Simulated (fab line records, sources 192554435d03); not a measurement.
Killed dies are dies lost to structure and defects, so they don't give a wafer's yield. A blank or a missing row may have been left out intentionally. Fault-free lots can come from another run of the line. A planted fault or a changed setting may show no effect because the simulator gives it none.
A struck lot beside a sound one	flow n5-finfet	37 out of 1938 route steps
Sound: the wafers L542.2, L542.3, L542.4. Struck: wafers L529.1, L529.2, L529.4. Last of all comes the cause.
Per side, at each step with rows, come the tool, then ch with its chambers, and then its first start. Under that, the readings that differ: sound wafers	struck wafers	difference of the means	sigmas: that difference in standard deviations of wafers without a fault.
alike: same words and numbers on both sides, and readings whose means sit less than 2 such deviations apart. not compared: any withheld reading, any reading some wafer has no value for, any bound like >300 that may hide the same value, and any number with overlapping values for which the record gives no deviation.
Wherever a step has rows on one side only, a row that says differs or no value, or a row with sigmas, the two part there. Numbers that have no deviation but don't overlap get no sigmas and don't part them. A reading that every wafer of one side lacks parts them only if that side has two wafers or more.

first, 9 steps without rows for these wafers: N5_BEOL_M4_ANNEAL_95 (time 240 s); N5_BEOL_M4_SPUTTER_96 (material Cu, target thk 4.5 nm, time 8.29 s); N5_BEOL_M4_ECD_50 (material Cu, target thk 300 nm); N5_BEOL_M4_ANNEAL_51 (time 90 s); N5_BEOL_M4_CMP_52 (polishes, stops on SiOC, t overpolish 6.8 s, target thk 40 nm); N5_BEOL_M4_PRE_CLEAN_60 (time 15 s); N5_BEOL_M4_CO_CAP_55 (material Co, precursor CCTBA/H2, target thk 2 nm, time 102.1 s); N5_BEOL_M4_PRE_CLEAN_56 (time 15 s); N5_BEOL_M4_DEP_57 (deposits SiCN from 3MS/NH3, target thk 8 nm, time 14 s).
N5_BEOL_M4_RC_MEAS_101:
  sound on prober-02 ch 0, day 14 02:47; struck on prober-02 ch 0, day 10 06:02
  alike: DIBL_N, DIBL_P, IOFF_N, IOFF_P, ION_N, ION_P, SS_N, SS_P, VT_N, VT_P
then, 24 steps without rows for these wafers: N5_BEOL_M5_ILD_DEP_00 (deposits SiCOH lowk from DEMS/porogen, target thk 140.64 nm, time 25.9 s); N5_BEOL_M5_CURE_79 (cures SiCOH lowk, time 240 s); N5_BEOL_M5_PECVD_70 (deposits SiO2 from TEOS/O2, target thk 16 nm, time 18 s); N5_BEOL_M5_HM_DEP_02 (deposits TiN, target thk 20 nm); N5_BEOL_M5_COAT_59 (time 60 s, resist thk 60 nm); N5_BEOL_M5_COAT_60 (time 60 s, resist thk 12 nm); N5_BEOL_M5_COAT_71 (time 60 s, resist thk 5 nm); N5_BEOL_M5_COAT_05 (resist thk 30 nm); N5_BEOL_M5_EBR_07; N5_BEOL_M5_SOFTBAKE_06 (time 60 s); N5_BEOL_M5_EXPOSE_08 (exposes mask M5, target cd 28 nm); N5_BEOL_M5_PEB_09 (peb time 60 s); N5_BEOL_M5_DEVELOP_10 (develop time 30 s); N5_BEOL_M5_DESCUM_16 (chemistry O2, time 7 s); N5_BEOL_M5_ETCH_72 (etches underlayer in N2/H2, target depth 6.5 nm, time 5.2 s); N5_BEOL_M5_ETCH_61 (etches SiARC in CF4, target depth 15.6 nm, time 26 s); N5_BEOL_M5_ETCH_62 (etches SOC in N2/H2, target depth 75 nm, overetch 15 nm, time 112.5 s); N5_BEOL_M5_STRIP_63 (strips in N2/H2); N5_BEOL_M5_STRIP_73 (strips in N2/H2); N5_BEOL_M5_STRIP_64 (strips in CF4); N5_BEOL_M5_HM_OPEN_17 (chemistry Cl2/BCl3, target TiN, target depth 20 nm, overetch 6 nm); N5_BEOL_M5_STRIP_19 (strips in O2); N5_BEOL_M5_COAT_65 (time 60 s, resist thk 60 nm); N5_BEOL_M5_COAT_66 (time 60 s, resist thk 12 nm).
-- a jump in the record: the struck wafers' starts before and after are 2 days apart (it breaks off in module BEOL_M5 and resumes in module BEOL_M10, where the first step shown is number 1506 of the route) --
N5_BEOL_M10_ETCH_65: etches SiARC in CF4, target depth 39 nm, time 65 s.
  sound on rie-diel-02 ch 0,2,3, day 16 08:26; struck on rie-diel-02 ch 1,2,3, day 12 08:12
  no value came back on the struck wafers for any of 10 readings (bias-w (W), cf4-flow-sccm (sccm) and others); on the sound wafers bias-w (W) reads 35.91 35.99 36.15
reading	sound	struck	difference	sigmas
model.CAR-ArF_of_BEOL_M10_COAT_22.thk-nm (nm)	55.8 55.6 56	83.6 84 83.8	+28.0	
N5_BEOL_M10_ETCH_66: etches SOC in N2/H2, target depth 120 nm, overetch 24 nm, time 180 s.
  sound on rie-diel-02 ch 0,2,3, day 16 08:29; struck on rie-diel-02 ch 1,2,3, day 12 08:15
reading	sound	struck	difference	sigmas
oes-product-au (a.u.)	0.60 0.67 0.59	0.33 0.37 0.28	-0.29	-5
  alike: bias-w, chamber-pressure-mTorr, drypump-motor-current-A, rf-vpp-V, showerhead-plenum-p-Torr, throttle-valve-pct
  not compared: rf-hours-counter-h
-- a jump in the record: the struck wafers' starts before and after are 2 days apart (it breaks off in module BEOL_M10 and resumes in module PASSIVATION, where the first step shown is number 1936 of the route) --
N5_PASSIVATION_PROBE_49:
  only the struck wafers here have rows in the record (prober-02, day 14 11:37); the sound ones have none

== WHERE THEY PART ==
At N5_BEOL_M10_ETCH_65 first; at N5_PASSIVATION_PROBE_49 last (within this record only).

WHY: what had been put in by the simulator
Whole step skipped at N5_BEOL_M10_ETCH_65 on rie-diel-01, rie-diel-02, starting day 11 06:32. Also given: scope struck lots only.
